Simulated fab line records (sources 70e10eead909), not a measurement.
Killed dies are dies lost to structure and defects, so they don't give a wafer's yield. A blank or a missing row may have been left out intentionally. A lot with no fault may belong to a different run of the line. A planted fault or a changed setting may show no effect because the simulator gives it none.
Which of the tools did it? ; flow nand-harc ; Sampling: 11 lots, 33 wafers, 5 of 1159 route steps

== WHAT THE GAUGES READ, wafer by wafer ==
NHARC_P_M2_INSPECT_27.
lot;measured;on;raw-defect-count
L999;day 6 18:47;defect-inspect-02;323 185 127
L101;day 6 22:41;defect-inspect-01;311 240 658
L107;day 8 12:29;defect-inspect-02;288 234 167
L112;day 9 15:01;defect-inspect-01;334 169 238
L110;day 9 15:27;defect-inspect-01;162 121 187
L113;day 10 15:22;defect-inspect-02;338 208 335
L116;day 10 18:43;defect-inspect-02;263 266 242
L118;day 11 04:03;defect-inspect-01;153 201 247
L117;day 11 08:44;defect-inspect-01;327 309 264
L119;day 11 13:35;defect-inspect-02;596 307 467
L120;day 11 15:47;defect-inspect-02;324 183 388

== WHAT TOOL EACH LOT RAN ON (gives the tool, then ch and the chambers of the sampled wafers, and finally the start) ==
lot;NHARC_P_M1_DEP_33;NHARC_P_M2_ETCH_35;NHARC_P_M2_DEGAS_29;NHARC_P_M2_CMP_23
L999;pecvd-03 ch 1,2, day 6 14:45;rie-diel-03 ch 0,1,3, day 6 16:17;pvd-sputter-01, day 6 17:13;cmp-04 ch 1,2,3, day 6 18:19
L101;pecvd-04 ch 0,1, day 6 18:50;rie-diel-04 ch 0,2, day 6 20:10;pvd-sputter-01, day 6 21:07;cmp-04 ch 1,2,3, day 6 22:13
L107;pecvd-04 ch 0,2, day 8 08:31;rie-diel-03 ch 0,2,3, day 8 10:01;pvd-sputter-02, day 8 10:56;cmp-02 ch 0,1, day 8 12:01
L112;pecvd-01 ch 1,2, day 9 11:11;rie-diel-03 ch 0,1,2, day 9 12:31;pvd-sputter-03, day 9 13:27;cmp-02 ch 1,2,3, day 9 14:35
L110;pecvd-01 ch 0,2, day 9 11:32;rie-diel-03 ch 0,3, day 9 12:57;pvd-sputter-02, day 9 13:54;cmp-02 ch 2,3, day 9 14:59
L113;pecvd-01 ch 0,1, day 10 11:19;rie-diel-04 ch 1,2, day 10 12:52;pvd-sputter-02, day 10 13:48;cmp-02 ch 1,2, day 10 14:53
L116;pecvd-04 ch 1,2, day 10 14:29;rie-diel-03 ch 1,2, day 10 15:49;pvd-sputter-02, day 10 16:47;cmp-04 ch 0,3, day 10 18:16
L118;pecvd-04 ch 0,2, day 11 00:07;rie-diel-04 ch 2,3, day 11 01:33;pvd-sputter-02, day 11 02:31;cmp-02 ch 0,1,3, day 11 03:40
L117;pecvd-04 ch 0,2, day 11 04:46;rie-diel-03 ch 0,2,3, day 11 06:13;pvd-sputter-01, day 11 07:11;cmp-02 ch 0,2, day 11 08:15
L119;pecvd-04 ch 0,1, day 11 09:42;rie-diel-03 ch 1,2, day 11 11:06;pvd-sputter-02, day 11 12:02;cmp-04 ch 0,2, day 11 13:07
L120;pecvd-04 ch 0,1,2, day 11 11:48;rie-diel-03 ch 0,1,3, day 11 13:19;pvd-sputter-02, day 11 14:13;cmp-04 ch 0,3, day 11 15:20
- NHARC_P_M1_DEP_33: deposits SiCN, target thk 30 nm.
- NHARC_P_M2_ETCH_35: etches the open film in N2/H2, target depth 40 nm, overetch 12 nm, time 43.94 s.
- NHARC_P_M2_DEGAS_29: time 60 s.
- NHARC_P_M2_CMP_23: polishes, t overpolish 20 s, target thk 144.3 nm.

== THE ANSWER, worked out from the rows above alone ==
Rule: what is usual is taken from the lots themselves. Put in order of their means at a reading, lots are off if they are a third of the lots or fewer, leave a main group of 4 or more, and stand apart from it by a gap of 3 or more times the standard deviation of the main group's means; of several such gaps the widest counts. Not used: any main group whose means are identical at the precision the tables above print for the reading. A lot without any number at a reading at which 4 lots or more have one is off too. The other lots that the step has rows for count as sound.
No lot is off on any of the readings shown, so nothing can be concluded from this.

== WHAT WAS PUT IN BY THE SIMULATOR ==
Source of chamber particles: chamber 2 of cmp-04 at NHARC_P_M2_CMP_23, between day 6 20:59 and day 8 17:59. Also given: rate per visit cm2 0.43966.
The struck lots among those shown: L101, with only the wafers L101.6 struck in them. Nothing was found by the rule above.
